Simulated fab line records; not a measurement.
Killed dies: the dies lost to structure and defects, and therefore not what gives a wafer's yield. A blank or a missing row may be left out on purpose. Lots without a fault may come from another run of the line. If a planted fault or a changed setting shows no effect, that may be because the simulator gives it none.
fab line records    flow n5-finfet    part 2 of 2: steps 21 to 33 of 33
record lots=5  wafers=15  last-day=17
route steps=1938 shown BEOL_M5@1117
lots that met no fault: from a run of the same line without faults
start-h: hours from the record's opening day to when the first of the lot's shown wafers began    wait-h: how many hours have passed since the lot's step before this one    " repeats the value in the row above    L1.1+2: several wafers, shown together as one row    - no value, or no start given    * or withheld: withheld    < > ~ a bound
route shown NAME@n: NAME is a module with steps in the file, n the number in the route of the first one    usual: mean/standard deviation taken from wafers without a fault    same: alike in all rows    chamber/n: place in a boat    sites: per-site readings    _std_site: how widely they spread, as a standard deviation    _edge_site: mean of outer sites minus mean of inner sites    radius-mm: for every site, how far away it sits from the centre of the wafer    mask NAME#n: copy n    behind: the last tool/chamber to shape the wafer    hold: the reason the lot was held/the length of the hold in hours/how it ended    device: names the non-switching transistor (n, p or np)    end of line: the route-end tests of the same wafers    step lacking rows: just its recipe    killed: not the wafer's yield, but the dies lost to structure and defects at the first sort    map: the dies of a wafer, with x for killed, . for not killed, _ for no die there
set.NAME: the setting as run; set.NAME@STEP: as run at that earlier step    model.NAME: the simulator's own value behind a step, which no gauge read
lots at selected steps of the route; one table per step, one row per wafer
services: a tool's chamber out of use, with start hour (start-h, from the record's first day; less than 0 if before it), hours out, and reason
## steps
# step N5_BEOL_M5_STRIP_19
# recipe chemistry=O2  power-w=400  temp-c=40  pressure-mtorr=30  rf-frequency-hz=6e+07  bias-power-w=0  overash-fraction=0.2  o2-flow-sccm=225
# usual drypump-motor-current-A=5.8/0.47  o2-flow-sccm=225.0/0.72  oes-product-au=0.83/0.089  rf-vpp-V=3.7/0.51  showerhead-plenum-p-Torr=2.11/0.067  throttle-valve-pct=16.64/0.24
# same bias-power-w=0
lot.wafer  tool         chamber  start-h  wait-h  drypump-motor-current-A  o2-flow-sccm  oes-product-au  rf-hours-counter-h  rf-vpp-V  showerhead-plenum-p-Torr  throttle-valve-pct
L075.3     rie-diel-02  3        178.05   0.1     5.3                      224.7         0.85            51                  4.4       2.04                      16.44
L075.4     "            0        "        "       6.3                      225.1         0.70            -                   3.5       2.17                      16.54
L075.6     "            1        "        "       6.6                      224.1         0.80            -                   3.1       2.13                      16.48
L078.1     rie-diel-02  1        199.25   0.1     6.6                      224.6         0.80            99                  4.2       2.12                      16.52
L078.5     "            0        "        "       6.3                      225.1         0.69            -                   3.9       2.17                      16.55
L078.6     "            3        "        "       5.2                      224.4         0.85            -                   4.6       2.03                      16.42
L088.1     rie-diel-03  1        255.73   0.1     5.7                      225.6         0.73            198                 4.4       1.99                      16.96
L088.3     "            2        "        "       6.6                      224.8         0.91            34                  4.0       2.15                      16.51
L088.4     "            3        "        "       5.7                      223.9         0.67            239                 2.7       2.16                      16.96
L092.1     rie-diel-02  2        288.45   0.1     6.1                      225.8         0.91            29                  4.8       2.05                      16.59
L092.3     "            1        "        "       6.6                      225.0         0.76            124                 2.7       2.11                      16.54
L092.5     "            1        "        "       6.6                      224.5         0.77            -                   3.4       2.11                      16.54
L094.2     rie-diel-06  1        292.63   0.3     5.5                      224.8         0.90            41                  4.0       2.04                      16.46
L094.3     "            0        "        "       6.1                      223.6         0.81            113                 4.0       2.13                      16.96
L094.4     "            2        "        "       5.4                      225.7         0.72            197                 2.5       2.08                      17.04
# step N5_BEOL_M5_CD_MEAS_18
# recipe pitch-nm=56  target-cd-nm=28
# usual cd-nm=27.9/0.36
lot.wafer  tool       chamber  start-h  wait-h  cd-nm
L075.3     cd-sem-02  -        178.12   0.1     27.8
L075.4     "          -        "        "       27.2
L075.6     "          -        "        "       27.7
L078.1     cd-sem-01  -        199.32   0.0     27.6
L078.5     "          -        "        "       27.5
L078.6     "          -        "        "       28.1
L088.1     cd-sem-01  -        255.80   0.0     27.9
L088.3     "          -        "        "       27.8
L088.4     "          -        "        "       27.8
L092.1     cd-sem-01  -        288.52   0.0     27.4
L092.3     "          -        "        "       28.3
L092.5     "          -        "        "       27.1
L094.2     cd-sem-01  -        292.70   0.1     27.9
L094.3     "          -        "        "       28.0
L094.4     "          -        "        "       28.1
# step N5_BEOL_M5_COAT_65
# recipe resist=SOC  temp-c=250  time-s=60  spin-rpm=1500  resist-thk-nm=60
# usual spin-speed-rpm=1500.3/0.91
lot.wafer  tool            chamber  start-h  wait-h  spin-speed-rpm
L075.3     litho-track-05  0        178.47   0.4     1500.6
L075.4     "               0        "        "       1500.1
L075.6     "               0        "        "       1500.2
L078.1     litho-track-01  0        201.34   2.0     1501.0
L078.5     "               0        "        "       1499.2
L078.6     "               0        "        "       1500.1
L088.1     litho-track-05  0        258.16   2.4     1499.3
L088.3     "               0        "        "       1501.2
L088.4     "               0        "        "       1498.9
L092.1     litho-track-02  0        290.52   2.0     1501.3
L092.3     "               0        "        "       1500.1
L092.5     "               0        "        "       1499.0
L094.2     litho-track-01  0        296.90   4.2     1500.1
L094.3     "               0        "        "       1501.1
L094.4     "               0        "        "       1500.7
# step N5_BEOL_M5_COAT_66
# recipe resist=SiARC  temp-c=220  time-s=60  spin-rpm=1500  resist-thk-nm=12
# usual spin-speed-rpm=1500.1/1
lot.wafer  tool            chamber  start-h  wait-h  spin-speed-rpm
L075.3     litho-track-05  0        -        -       1501.1
L075.4     "               0        "        "       1499.6
L075.6     "               0        "        "       1500.4
L078.1     litho-track-01  0        -        -       1499.5
L078.5     "               0        "        "       1499.5
L078.6     "               0        "        "       1498.8
L088.1     litho-track-05  0        -        -       1500.4
L088.3     "               0        "        "       1500.1
L088.4     "               0        "        "       1500.2
L092.1     litho-track-02  0        -        -       1500.3
L092.3     "               0        "        "       1501.0
L092.5     "               0        "        "       1499.4
L094.2     litho-track-01  0        -        -       1498.0
L094.3     "               0        "        "       1499.5
L094.4     "               0        "        "       1498.2
# step N5_BEOL_M5_COAT_74
# recipe resist=underlayer  temp-c=205  time-s=60  spin-rpm=1500  resist-thk-nm=5
# usual spin-speed-rpm=1499.9/0.9
lot.wafer  tool            chamber  start-h  wait-h  spin-speed-rpm
L075.3     litho-track-05  0        -        -       1499.5
L075.4     "               0        "        "       1500.2
L075.6     "               0        "        "       1500.7
L078.1     litho-track-01  0        -        -       1500.2
L078.5     "               0        "        "       1500.4
L078.6     "               0        "        "       1500.8
L088.1     litho-track-05  0        -        -       1502.0
L088.3     "               0        "        "       1499.9
L088.4     "               0        "        "       1499.6
L092.1     litho-track-02  0        -        -       1499.5
L092.3     "               0        "        "       1501.3
L092.5     "               0        "        "       1501.1
L094.2     litho-track-01  0        -        -       1498.5
L094.3     "               0        "        "       1501.4
L094.4     "               0        "        "       1499.2
# step N5_BEOL_M5_COAT_22
# recipe resist=CAR-EUV  spin-rpm=1500  resist-thk-nm=30
# usual spin-speed-rpm=1499.9/0.89
lot.wafer  tool            chamber  start-h  wait-h  spin-speed-rpm
L075.3     litho-track-05  0        -        -       1499.5
L075.4     "               0        "        "       1499.7
L075.6     "               0        "        "       1501.3
L078.1     litho-track-01  0        -        -       1499.6
L078.5     "               0        "        "       1502.0
L078.6     "               0        "        "       1501.9
L088.1     litho-track-05  0        -        -       1500.1
L088.3     "               0        "        "       1499.4
L088.4     "               0        "        "       1499.6
L092.1     litho-track-02  0        -        -       1498.9
L092.3     "               0        "        "       1500.6
L092.5     "               0        "        "       1498.9
L094.2     litho-track-01  0        -        -       1501.6
L094.3     "               0        "        "       1500.3
L094.4     "               0        "        "       1498.9
# step N5_BEOL_M5_EBR_24
# recipe solvent=PGMEA  ebr-width-mm=1.5
lot.wafer   tool            chamber  start-h  wait-h
L075.3+4+6  litho-track-05  0        -        -
L078.1+5+6  litho-track-01  0        -        -
L088.1+3+4  litho-track-05  0        -        -
L092.1+3+5  litho-track-02  0        -        -
L094.2+3+4  litho-track-01  0        -        -
# step N5_BEOL_M5_SOFTBAKE_23
# recipe temp-c=110  time-s=60  resist=CAR-EUV
lot.wafer   tool            chamber  start-h  wait-h
L075.3+4+6  litho-track-05  0        -        -
L078.1+5+6  litho-track-01  0        -        -
L088.1+3+4  litho-track-05  0        -        -
L092.1+3+5  litho-track-02  0        -        -
L094.2+3+4  litho-track-01  0        -        -
# step N5_BEOL_M5_EXPOSE_25
# recipe mask-id=V4  na=0.33  source-shape=quasar  sigma-inner=0.2  sigma-outer=0.6  polarization=unpolarized  defocus-nm=10  dose-mj=52.75
lot.wafer   tool            chamber  start-h  wait-h  mask
L075.3+4+6  euv-scanner-01  0        178.93   -       V4#0
L078.1+5+6  euv-scanner-02  0        201.60   -       V4#0
L088.1+3+4  euv-scanner-02  0        258.34   -       V4#0
L092.1+3+5  euv-scanner-02  0        290.66   -       V4#0
L094.2+3+4  euv-scanner-02  0        297.04   -       V4#0
# step N5_BEOL_M5_PEB_26
# recipe peb-temp-c=100  peb-time-s=60  resist=CAR-EUV
lot.wafer   tool            chamber  start-h  wait-h
L075.3+4+6  litho-track-02  0        178.98   0.0
L078.1+5+6  litho-track-01  0        201.67   0.1
L088.1+3+4  litho-track-05  0        258.41   0.1
L092.1+3+5  litho-track-02  0        290.73   0.1
L094.2+3+4  litho-track-02  0        297.10   0.1
# step N5_BEOL_M5_DEVELOP_27
# recipe develop-time-s=30  developer=TMAH  resist=CAR-EUV  rinse-liquid=surfactant-rinse  dry=air-spin  dev-temp-c=23
lot.wafer   tool            chamber  start-h  wait-h
L075.3+4+6  litho-track-02  0        -        -
L078.1+5+6  litho-track-01  0        -        -
L088.1+3+4  litho-track-05  0        -        -
L092.1+3+5  litho-track-02  0        -        -
L094.2+3+4  litho-track-02  0        -        -
# step N5_BEOL_M5_CD_MEAS_28
# recipe target-cd-nm=30.6  landing-energy-ev=500  detector=se-inlens  target-cd-y-nm=20  polarity=opening
# usual cd-nm=30.65/0.26
lot.wafer  tool       chamber  start-h  wait-h  cd-nm
L075.3     cd-sem-02  0        179.05   -       30.82
L075.4     "          0        "        "       31.05
L075.6     "          0        "        "       31.03
L078.1     cd-sem-02  0        201.74   -       31.05
L078.5     "          0        "        "       31.08
L078.6     "          0        "        "       30.58
L088.1     cd-sem-03  0        258.48   -       30.75
L088.3     "          0        "        "       30.50
L088.4     "          0        "        "       30.06
L092.1     cd-sem-02  0        290.81   -       30.57
L092.3     "          0        "        "       30.52
L092.5     "          0        "        "       30.58
L094.2     cd-sem-03  0        297.17   -       30.67
L094.3     "          0        "        "       30.51
L094.4     "          0        "        "       30.72
# step N5_BEOL_M5_OVL_MEAS_29
# recipe points-per-wafer=522
# usual V4_OVL=0.2/0.7
lot.wafer  tool        chamber  start-h  wait-h  V4_OVL[nm]
L075.3     overlay-01  0        179.09   0.0     0.8
L075.4     "           0        "        "       -0.5
L075.6     "           0        "        "       0.1
L078.1     overlay-02  0        201.79   0.1     -0.3
L078.5     "           0        "        "       -0.3
L078.6     "           0        "        "       -0.3
L088.1     overlay-02  0        258.51   0.0     0.7
L088.3     "           0        "        "       0.5
L088.4     "           0        "        "       0.0
L092.1     overlay-01  0        290.84   0.0     -0.4
L092.3     "           0        "        "       0.3
L092.5     "           0        "        "       -0.5
L094.2     overlay-02  0        297.21   0.0     0.2
L094.3     "           0        "        "       0.8
L094.4     "           0        "        "       0.3
## services
tool            chamber  start-h  hours  kind
rie-diel-03     0        154.19   -      clean
rie-diel-03     0        154.19   -      consumable-replace:focus-ring
rie-diel-03     0        154.19   17.6   scheduled-down
rie-diel-03     0        154.19   17.6   vent-cycle
litho-track-05  -        154.40   -      consumable-replace:filter
euv-scanner-01  -        155.92   1.0    pm
rie-metal-01    -        168.05   2.8    pm
rie-diel-02     2        172.46   -      clean
rie-diel-02     2        172.46   -      consumable-replace:focus-ring
rie-diel-02     2        172.46   20.7   scheduled-down
rie-diel-02     2        172.46   20.7   vent-cycle
euv-scanner-02  -        176.16   1.0    pm
euv-scanner-01  -        212.07   1.0    pm
euv-scanner-01  -        230.44   0.4    repair
euv-scanner-02  -        232.31   1.0    pm
euv-scanner-01  -        268.22   1.0    pm
rie-diel-06     1        268.83   5.7    repair
euv-scanner-01  -        280.34   13.5   repair
euv-scanner-02  -        283.31   0.7    repair
rie-diel-03     0        288.35   3.7    repair
euv-scanner-01  -        293.85   4.6    pm
euv-scanner-02  0        296.58   -      calibration
